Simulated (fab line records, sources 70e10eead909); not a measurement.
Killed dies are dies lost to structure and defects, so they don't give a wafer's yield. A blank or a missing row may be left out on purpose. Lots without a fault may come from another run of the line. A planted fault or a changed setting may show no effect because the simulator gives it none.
Which tool did it? | flow nand_harc | 24 lots, 72 wafers sampled, at 6 steps of a route of 1159

WHAT THE GAUGES READ, wafer by wafer
NHARC_P_M1_CD_MEAS_09: target cd 130 nm. Usual: cd_nm 129.7 nm, standard deviation 0.54.
lot  | measured     | on        | cd_nm (nm)        | flag
L074 | day 6 02:44  | cd_sem-02 | 129.5 129.3 128.7 |
L076 | day 6 09:40  | cd_sem-03 | 130.4 130.3 130.1 |
L075 | day 6 13:21  | cd_sem-01 | 129.5 129.9 128.6 |
L077 | day 6 14:21  | cd_sem-02 | 128.7 128.8 129.1 |
L078 | day 7 04:17  | cd_sem-01 | 130.0 129.6 130.5 |
L079 | day 7 04:44  | cd_sem-02 | 128.7 129.4 129.7 |
L080 | day 7 05:59  | cd_sem-01 | 129.8 129.9 129.6 |
L081 | day 7 14:01  | cd_sem-03 | 129.9 128.4 130.0 |
L082 | day 7 22:50  | cd_sem-03 | 129.8 129.3 130.5 |
L083 | day 8 05:00  | cd_sem-02 | 130.3 129.9 130.4 |
L085 | day 8 14:02  | cd_sem-03 | 130.3 129.8 130.4 |
L084 | day 8 14:23  | cd_sem-02 | 129.7 129.2 130.2 |
L086 | day 9 03:57  | cd_sem-02 | 129.8 128.9 128.9 |
L087 | day 9 04:55  | cd_sem-01 | 130.2 129.4 129.7 |
L088 | day 10 00:47 | cd_sem-01 | 129.8 129.5 129.6 |
L089 | day 10 02:40 | cd_sem-03 | 129.5 129.8 128.8 |
L091 | day 10 05:52 | cd_sem-03 | 128.3 129.5 129.3 |
L090 | day 10 06:49 | cd_sem-03 | 129.2 129.4 129.2 |
L092 | day 10 09:54 | cd_sem-03 | 130.1 129.6 129.5 |
L093 | day 10 12:19 | cd_sem-03 | 129.8 129.2 129.3 |
L094 | day 10 23:41 | cd_sem-02 | 130.0 129.5 129.8 |
L095 | day 11 10:41 | cd_sem-02 | 129.7 130.2 130.5 |
L096 | day 11 11:33 | cd_sem-02 | 129.7 130.3 129.7 |
L097 | day 11 16:34 | cd_sem-01 | 129.7 130.3 129.1 |

NHARC_P_M1_THK_MEAS_24: measures by xrf. Usual: thk_nm 158.0 nm, standard deviation 1.6.
lot  | measured     | on            | thk_nm (nm)       | flag
L074 | day 6 05:21  | film_metro-01 | 156.4 160.9 160.2 |
L076 | day 6 12:17  | film_metro-02 | 158.8 156.3 158.6 |
L075 | day 6 15:58  | film_metro-02 | 158.8 157.8 159.0 |
L077 | day 6 17:30  | film_metro-01 | 157.0 158.1 157.0 |
L078 | day 7 06:55  | film_metro-02 | 156.6 158.1 158.1 |
L079 | day 7 07:20  | film_metro-02 | 159.2 159.6 156.9 |
L080 | day 7 08:41  | film_metro-02 | 159.9 159.6 157.2 |
L081 | day 7 16:38  | film_metro-01 | 157.6 157.9 158.3 |
L082 | day 8 01:26  | film_metro-02 | 155.6 158.3 157.2 |
L083 | day 8 07:36  | film_metro-01 | 159.8 156.9 155.7 |
L085 | day 8 16:50  | film_metro-01 | 158.6 161.6 157.3 |
L084 | day 8 17:56  | film_metro-01 | 154.6 156.2 153.4 |
L086 | day 9 06:37  | film_metro-01 | 157.5 157.8 158.9 |
L087 | day 9 07:44  | film_metro-02 | 155.1 157.5 156.6 |
L088 | day 10 03:37 | film_metro-01 | 159.6 159.0 158.7 |
L089 | day 10 05:38 | film_metro-01 | 159.0 157.1 158.6 |
L091 | day 10 08:37 | film_metro-02 | 155.5 158.4 156.2 |
L090 | day 10 09:29 | film_metro-02 | 158.0 158.5 157.0 |
L092 | day 10 12:31 | film_metro-01 | 156.9 155.0 157.9 |
L093 | day 10 15:17 | film_metro-01 | 159.6 158.2 159.3 |
L094 | day 11 02:36 | film_metro-01 | 156.9 156.8 159.4 |
L095 | day 11 13:25 | film_metro-02 | 158.6 158.6 157.7 |
L096 | day 11 14:12 | film_metro-01 | 157.1 159.5 158.6 |
L097 | day 11 19:14 | film_metro-01 | 158.0 158.6 156.8 |

NHARC_P_M2_THK_MEAS_24: measures by xrf. Usual: thk_nm 144.2 nm, standard deviation 1.5.
lot  | measured     | on            | thk_nm (nm)       | flag
L074 | day 6 09:42  | film_metro-01 | 143.8 143.7 144.6 |
L076 | day 6 16:59  | film_metro-02 | 145.5 143.9 143.9 |
L075 | day 6 20:34  | film_metro-02 | 144.6 142.9 144.2 |
L077 | day 6 21:47  | film_metro-01 | 145.2 141.4 144.4 |
L078 | day 7 11:06  | film_metro-02 | 143.7 145.5 143.2 |
L079 | day 7 12:01  | film_metro-02 | 142.3 142.0 143.3 |
L080 | day 7 12:59  | film_metro-02 | 143.8 144.0 143.0 |
L081 | day 7 20:51  | film_metro-01 | 145.7 143.2 144.6 |
L082 | day 8 05:27  | film_metro-01 | 146.5 145.7 142.0 |
L083 | day 8 12:01  | film_metro-02 | 146.1 146.6 143.9 |
L085 | day 8 21:00  | film_metro-01 | 145.0 144.1 143.1 |
L084 | day 8 22:05  | film_metro-01 | 144.0 145.7 144.3 |
L086 | day 9 10:47  | film_metro-02 | 142.2 145.3 143.8 |
L087 | day 9 11:47  | film_metro-01 | 146.2 143.6 145.2 |
L088 | day 10 07:55 | film_metro-02 | 146.0 142.1 144.1 |
L089 | day 10 09:52 | film_metro-01 | 145.1 144.5 145.5 |
L091 | day 10 12:43 | film_metro-01 | 144.8 143.9 147.6 |
L090 | day 10 13:41 | film_metro-01 | 145.6 143.6 143.4 |
L092 | day 10 16:32 | film_metro-01 | 143.4 144.6 143.7 |
L093 | day 10 19:28 | film_metro-02 | 142.4 146.5 144.7 |
L094 | day 11 06:47 | film_metro-02 | 147.1 144.3 143.8 |
L095 | day 11 17:35 | film_metro-01 | 146.6 144.2 144.4 |
L096 | day 11 18:14 | film_metro-02 | 141.9 146.6 142.9 |
L097 | day 11 23:28 | film_metro-01 | 146.4 143.4 140.5 |

WHICH TOOL RAN EACH LOT (tool, then ch and the chambers of the sampled wafers, then the start)
lot  | NHARC_P_M1_DESCUM_14               | NHARC_P_M1_PRE_CLEAN_32         | NHARC_P_M2_ETCH_28
L074 | rie_diel-13 ch 0,1,3, day 6 02:55  | pecvd-02 ch 0,1,2, day 6 05:35  | rie_diel-02 ch 1,2,3, day 6 09:42 or earlier
L076 | rie_diel-09 ch 0,2,3, day 6 09:51  | pecvd-02 ch 0,1,2, day 6 12:41  | rie_diel-02 ch 1,2,3, day 6 16:59 or earlier
L075 | rie_diel-13 ch 0,3, day 6 13:32    | pecvd-01 ch 0,1, day 6 16:13    | rie_diel-06 ch 1,2,3, day 6 20:34 or earlier
L077 | rie_diel-13 ch 0,1,2, day 6 14:32  | pecvd-01 ch 0,1, day 6 17:43    | rie_diel-06 ch 1,2,3, day 6 21:47 or earlier
L078 | rie_diel-13 ch 0,2,3, day 7 04:29  | pecvd-02 ch 0,1,2, day 7 07:10  | rie_diel-06 ch 0,1,2, day 7 11:06 or earlier
L079 | rie_diel-08 ch 0,1, day 7 04:55    | pecvd-02 ch 0,1, day 7 07:35    | rie_diel-06 ch 0,1,2, day 7 12:01 or earlier
L080 | rie_diel-09 ch 0,1,2, day 7 06:11  | pecvd-01 ch 0,2, day 7 08:55    | rie_diel-06 ch 0,1,3, day 7 12:59 or earlier
L081 | rie_diel-13 ch 1,2,3, day 7 14:13  | pecvd-01 ch 0,1, day 7 16:53    | rie_diel-06 ch 1,2, day 7 20:51 or earlier
L082 | rie_diel-09 ch 0,2,3, day 7 23:02  | pecvd-02 ch 0,1, day 8 01:39    | rie_diel-06 ch 0,2,3, day 8 05:27 or earlier
L083 | rie_diel-09 ch 1,2,3, day 8 05:13  | pecvd-02 ch 0,2, day 8 07:59    | rie_diel-06 ch 0,3, day 8 12:01 or earlier
L085 | rie_diel-13 ch 0,2,3, day 8 14:13  | pecvd-03 ch 0,2, day 8 17:03    | rie_diel-06 ch 0,1,3, day 8 21:00 or earlier
L084 | rie_diel-08 ch 0,2,3, day 8 14:34  | pecvd-03 ch 0,1,2, day 8 18:13  | rie_diel-11 ch 0,1,3, day 8 22:05 or earlier
L086 | rie_diel-08 ch 0,1,3, day 9 04:08  | pecvd-03 ch 0,1,2, day 9 06:51  | rie_diel-11 ch 1,2,3, day 9 10:47 or earlier
L087 | rie_diel-08 ch 2,3, day 9 05:07    | pecvd-02 ch 0,1,2, day 9 08:00  | rie_diel-11 ch 0,1,3, day 9 11:47 or earlier
L088 | rie_diel-09 ch 1,2, day 10 01:00   | pecvd-03 ch 0,1,2, day 10 03:56 | rie_diel-02 ch 0,1,2, day 10 07:55 or earlier
L089 | rie_diel-09 ch 1,2, day 10 02:51   | pecvd-02 ch 1,2, day 10 05:53   | rie_diel-06 ch 1,2, day 10 09:52 or earlier
L091 | rie_diel-08 ch 0,1,2, day 10 06:03 | pecvd-01 ch 0,1,2, day 10 08:50 | rie_diel-06 ch 0,1,2, day 10 12:43 or earlier
L090 | rie_diel-08 ch 0,1,3, day 10 06:59 | pecvd-01 ch 0,1, day 10 09:44   | rie_diel-02 ch 1,3, day 10 13:41 or earlier
L092 | rie_diel-08 ch 0,1,2, day 10 10:05 | pecvd-03 ch 1,2, day 10 12:44   | rie_diel-11 ch 0,1,2, day 10 16:32 or earlier
L093 | rie_diel-09 ch 1,2, day 10 12:31   | pecvd-02 ch 0,2, day 10 15:30   | rie_diel-06 ch 2,3, day 10 19:28 or earlier
L094 | rie_diel-08 ch 1,2,3, day 10 23:52 | pecvd-03 ch 0,1, day 11 02:49   | rie_diel-02 ch 0,2,3, day 11 06:47 or earlier
L095 | rie_diel-13 ch 0,1, day 11 10:52   | pecvd-03 ch 1,2, day 11 13:38   | rie_diel-06 ch 0,1,3, day 11 17:35 or earlier
L096 | rie_diel-09 ch 1,2, day 11 11:45   | pecvd-02 ch 0,1,2, day 11 14:27 | rie_diel-02 ch 1,2, day 11 18:14 or earlier
L097 | rie_diel-08 ch 0,1,3, day 11 16:46 | pecvd-02 ch 0,1,2, day 11 19:28 | rie_diel-11 ch 0,1,2, day 11 23:28 or earlier
- NHARC_P_M1_DESCUM_14: chemistry O2, time 3 s.
- NHARC_P_M1_PRE_CLEAN_32: time 12 s.
- NHARC_P_M2_ETCH_28: etches the open film in CF4/N2, target depth 30 nm, time 72.99 s.

WHAT THE TOOLS THEMSELVES READ (means of the sampled wafers that have a number; where no wafer has one, the mark that the record gives instead)
NHARC_P_M1_DESCUM_14. Usual: drypump_motor_current_A 5.7 A, standard deviation 0.36; oes_product_au 0.998 a.u., standard deviation 0.012; rf_vpp_V 57.7 V, standard deviation 0.88; showerhead_plenum_p_Torr 1.89 Torr, standard deviation 0.081; throttle_valve_pct 11.311 %, standard deviation 0.0091.
lot  | tool        | drypump_motor_current_A (A) | oes_product_au (a.u.) | rf_vpp_V (V) | showerhead_plenum_p_Torr (Torr) | throttle_valve_pct (%) | flag
L074 | rie_diel-13 | 6.2                         | 0.995                 | 57.3         | 1.91                            | 11.319                 |
L076 | rie_diel-09 | 5.6                         | 1.002                 | 57.3         | 1.90                            | 11.310                 |
L075 | rie_diel-13 | 6.3                         | 0.988                 | 58.0         | 1.88                            | 11.314                 |
L077 | rie_diel-13 | 6.0                         | 0.998                 | 57.2         | 1.86                            | 11.303                 |
L078 | rie_diel-13 | 6.2                         | 1.002                 | 57.5         | 1.87                            | 11.312                 |
L079 | rie_diel-08 | 5.8                         | 1.003                 | 57.7         | 1.81                            | 11.311                 |
L080 | rie_diel-09 | 5.5                         | 1.013                 | 57.8         | 1.92                            | 11.322                 |
L081 | rie_diel-13 | 6.2                         | 0.998                 | 58.5         | 1.90                            | 11.313                 |
L082 | rie_diel-09 | 5.6                         | 1.005                 | 57.8         | 1.90                            | 11.315                 |
L083 | rie_diel-09 | 5.4                         | 0.997                 | 58.3         | 1.98                            | 11.306                 |
L085 | rie_diel-13 | 6.2                         | 0.997                 | 57.9         | 1.87                            | 11.318                 |
L084 | rie_diel-08 | 5.5                         | 0.996                 | 57.6         | 1.86                            | 11.307                 |
L086 | rie_diel-08 | 5.7                         | 0.994                 | 58.0         | 1.84                            | 11.308                 |
L087 | rie_diel-08 | 5.5                         | 0.993                 | 58.0         | 1.87                            | 11.298                 |
L088 | rie_diel-09 | 5.4                         | 0.992                 | 57.2         | 2.00                            | 11.317                 |
L089 | rie_diel-09 | 5.4                         | 1.001                 | 57.8         | 2.00                            | 11.315                 |
L091 | rie_diel-08 | 5.7                         | 1.001                 | 57.5         | 1.82                            | 11.310                 |
L090 | rie_diel-08 | 5.7                         | 0.998                 | 58.2         | 1.84                            | 11.308                 |
L092 | rie_diel-08 | 5.7                         | 0.992                 | 57.0         | 1.82                            | 11.317                 |
L093 | rie_diel-09 | 5.4                         | 1.007                 | 58.8         | 2.00                            | 11.321                 |
L094 | rie_diel-08 | 5.7                         | 0.998                 | 57.5         | 1.86                            | 11.319                 |
L095 | rie_diel-13 | 6.0                         | 0.994                 | 58.0         | 1.91                            | 11.312                 |
L096 | rie_diel-09 | 5.5                         | 1.000                 | 58.2         | 1.93                            | 11.312                 |
L097 | rie_diel-08 | 5.7                         | 0.995                 | 58.0         | 1.84                            | 11.310                 |

NHARC_P_M1_PRE_CLEAN_32. Usual: heater_power_outer_w 375 W, standard deviation 37; heater_power_w 648 W, standard deviation 57.
lot  | tool     | heater_power_outer_w (W) | heater_power_w (W) | flag
L074 | pecvd-02 | 354                      | 619                |
L076 | pecvd-02 | 362                      | 626                |
L075 | pecvd-01 | 395                      | 687                |
L077 | pecvd-01 | 371                      | 649                |
L078 | pecvd-02 | 378                      | 640                |
L079 | pecvd-02 | 374                      | 624                |
L080 | pecvd-01 | 355                      | 661                |
L081 | pecvd-01 | 370                      | 630                |
L082 | pecvd-02 | 369                      | 649                |
L083 | pecvd-02 | 354                      | 634                |
L085 | pecvd-03 | 340                      | 581                |
L084 | pecvd-03 | 379                      | 650                |
L086 | pecvd-03 | 369                      | 634                |
L087 | pecvd-02 | 360                      | 636                |
L088 | pecvd-03 | 397                      | 674                |
L089 | pecvd-02 | 390                      | 638                |
L091 | pecvd-01 | 357                      | 635                |
L090 | pecvd-01 | 373                      | 643                |
L092 | pecvd-03 | 416                      | 699                |
L093 | pecvd-02 | 410                      | 699                |
L094 | pecvd-03 | 386                      | 686                |
L095 | pecvd-03 | 364                      | 645                |
L096 | pecvd-02 | 396                      | 676                |
L097 | pecvd-02 | 368                      | 646                |

NHARC_P_M2_ETCH_28. Usual: drypump_motor_current_A 5.7 A, standard deviation 0.51; oes_product_au 1.000 a.u., standard deviation 0.0092; rf_vpp_V 313.6 V, standard deviation 2; showerhead_plenum_p_Torr 2.59 Torr, standard deviation 0.11; throttle_valve_pct 19.793 %, standard deviation 0.0099.
lot  | tool        | drypump_motor_current_A (A) | oes_product_au (a.u.) | rf_vpp_V (V) | showerhead_plenum_p_Torr (Torr) | throttle_valve_pct (%) | flag
L074 | rie_diel-02 | 5.4                         | 0.999                 | 313.1        | 2.59                            | 19.793                 |
L076 | rie_diel-02 | 5.5                         | 0.998                 | 313.2        | 2.59                            | 19.797                 |
L075 | rie_diel-06 | 5.9                         | 1.008                 | 313.1        | 2.53                            | 19.797                 |
L077 | rie_diel-06 | 5.9                         | 1.002                 | 312.6        | 2.53                            | 19.801                 |
L078 | rie_diel-06 | 5.5                         | 1.004                 | 313.7        | 2.60                            | 19.791                 |
L079 | rie_diel-06 | 5.6                         | 1.003                 | 313.6        | 2.60                            | 19.790                 |
L080 | rie_diel-06 | 5.8                         | 1.003                 | 314.1        | 2.65                            | 19.797                 |
L081 | rie_diel-06 | 5.6                         | 1.002                 | 312.1        | 2.48                            | 19.791                 |
L082 | rie_diel-06 | 6.0                         | 0.999                 | 314.0        | 2.63                            | 19.797                 |
L083 | rie_diel-06 | 6.0                         | 1.000                 | 315.9        | 2.75                            | 19.799                 |
L085 | rie_diel-06 | 5.8                         | 0.992                 | 315.2        | 2.65                            | 19.790                 |
L084 | rie_diel-11 | 6.0                         | 0.998                 | 313.7        | 2.62                            | 19.795                 |
L086 | rie_diel-11 | 5.8                         | 0.993                 | 312.8        | 2.58                            | 19.798                 |
L087 | rie_diel-11 | 6.0                         | 0.991                 | 313.7        | 2.62                            | 19.781                 |
L088 | rie_diel-02 | 5.1                         | 1.002                 | 314.0        | 2.64                            | 19.787                 |
L089 | rie_diel-06 | 5.6                         | 1.006                 | 311.9        | 2.48                            | 19.779                 |
L091 | rie_diel-06 | 5.5                         | 1.007                 | 314.2        | 2.60                            | 19.801                 |
L090 | rie_diel-02 | 5.6                         | 1.001                 | 312.9        | 2.57                            | 19.800                 |
L092 | rie_diel-11 | 6.1                         | 0.995                 | 313.4        | 2.59                            | 19.800                 |
L093 | rie_diel-06 | 6.0                         | 1.012                 | 311.9        | 2.51                            | 19.792                 |
L094 | rie_diel-02 | 5.3                         | 0.996                 | 314.7        | 2.62                            | 19.798                 |
L095 | rie_diel-06 | 5.8                         | 0.993                 | 315.7        | 2.65                            | 19.792                 |
L096 | rie_diel-02 | 5.3                         | 0.994                 | 314.8        | 2.60                            | 19.799                 |
L097 | rie_diel-11 | 6.0                         | 1.001                 | 314.2        | 2.59                            | 19.787                 |

THE ANSWER, worked out from the rows above alone
Rule: a lot is off if the mean of its wafers that have a number lies more than 3 standard deviations from the usual mean. A lot without any number at a reading at which 4 lots or more have one is off too. The other lots that the step has rows for count as sound. The gauges are gone through in route order, then the tools' own readings, and for those a lot's mean is taken as printed above. The first step at which some lot is off is used, and at that step the reading that is off furthest; a lot without a number counts as furthest.
No lot is off at any reading shown: from this, nothing can be told.

WHAT THE SIMULATOR HAD PUT IN
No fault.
